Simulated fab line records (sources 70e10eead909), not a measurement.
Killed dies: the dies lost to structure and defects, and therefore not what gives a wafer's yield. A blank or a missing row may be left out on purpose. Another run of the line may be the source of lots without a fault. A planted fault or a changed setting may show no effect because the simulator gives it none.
A lot that was struck, set against a sound lot + flow nand_harc + 25 steps out of a route of 1302
Sound: wafers L597.1, L597.2, L597.4. Wafers L588.1, L588.3, L588.4 were the ones struck. At the end, the cause is stated.
Order at every step that has rows: each side's tool, ch and its chambers, its first start. Under that, the readings that differ: sound wafers + struck wafers + difference of the means + sigmas: that difference in standard deviations of wafers without a fault.
alike: a reading whose means differ by less than 2 such deviations, as well as words and numbers matching on both sides. not compared: withheld readings; readings where some wafer has no value; bounds like >300 that might hide an equal value; numbers whose values overlap and for which the record gives no deviation.
Wherever a step has rows on one side only, a row that says differs or no value, or a row with sigmas, the two part there. Numbers that don't overlap but have no deviation are shown without sigmas and don't part them. A reading missing from all wafers of one side parts the sides only when that side holds two or more wafers.

first, 9 steps without rows for these wafers: NHARC_A_ZERO_WELL_ETCH_13 (etches the open film in HBr/Cl2, target depth 120 nm, time 40.1 s); NHARC_A_ZERO_WELL_STRIP_14 (strips in SPM, time 900 s); NHARC_A_ZERO_WELL_IMPLANT_15; NHARC_A_ZERO_WELL_PRECLEAN_22 (cleans in SC1, time 60 s); NHARC_A_ZERO_WELL_SRD_23; NHARC_A_ZERO_WELL_RTA_16 (time 10 s); NHARC_A_SOURCE_PLATE_PRECLEAN_00 (cleans in HF-LAST, time 60 s); NHARC_A_SOURCE_PLATE_SRD_01; NHARC_A_SOURCE_PLATE_OXIDE_02 (material SiO2, target thk 10 nm, ox time 1362 s).
NHARC_A_SOURCE_PLATE_PVD_04: deposits WSi2, target thk 50 nm.
  sound on pvd_sputter-02, day 17 00:13; struck on pvd_sputter-02, day 12 12:25
then, 14 steps without rows for these wafers: NHARC_A_SOURCE_PLATE_CVD_03 (deposits poly-Si, target thk 200 nm, time 4000 s); NHARC_A_SOURCE_PLATE_ANNEAL_05 (time 1800 s); NHARC_A_ONON_D1_DEP_00 (target thk 1000 nm); NHARC_A_ONON_D1_DEP_03 (target thk 1000 nm); NHARC_A_ONON_D1_DEP_06 (target thk 1000 nm); NHARC_A_ONON_D1_DEP_09 (target thk 1000 nm); NHARC_A_ONON_D1_DEP_12 (target thk 1000 nm); NHARC_A_ONON_D1_ANNEAL_15 (time 3600 s); NHARC_A_ONON_D1_DEP_16 (target thk 1000 nm); NHARC_A_ONON_D1_DEP_19 (target thk 1000 nm); NHARC_A_ONON_D1_DEP_22 (target thk 1000 nm); NHARC_A_ONON_D1_DEP_25 (target thk 1000 nm); NHARC_A_ONON_D1_DEP_28 (target thk 1000 nm); NHARC_A_ONON_D1_DEP_33 (deposits SiO2, target thk 200 nm).
-- jump in the record: it breaks off in module A_ONON_D1 and resumes in module END (first step shown: number 1302 of the route), and 17 days separate the struck wafers' starts before and after --
NHARC_END_SORT_01:
  the record has rows for the struck wafers here (prober-01 ch 0, day 29 14:54) and none for the sound ones

WHERE THEY PART
Within this record, at NHARC_END_SORT_01 only.

WHY: what had been put in by the simulator
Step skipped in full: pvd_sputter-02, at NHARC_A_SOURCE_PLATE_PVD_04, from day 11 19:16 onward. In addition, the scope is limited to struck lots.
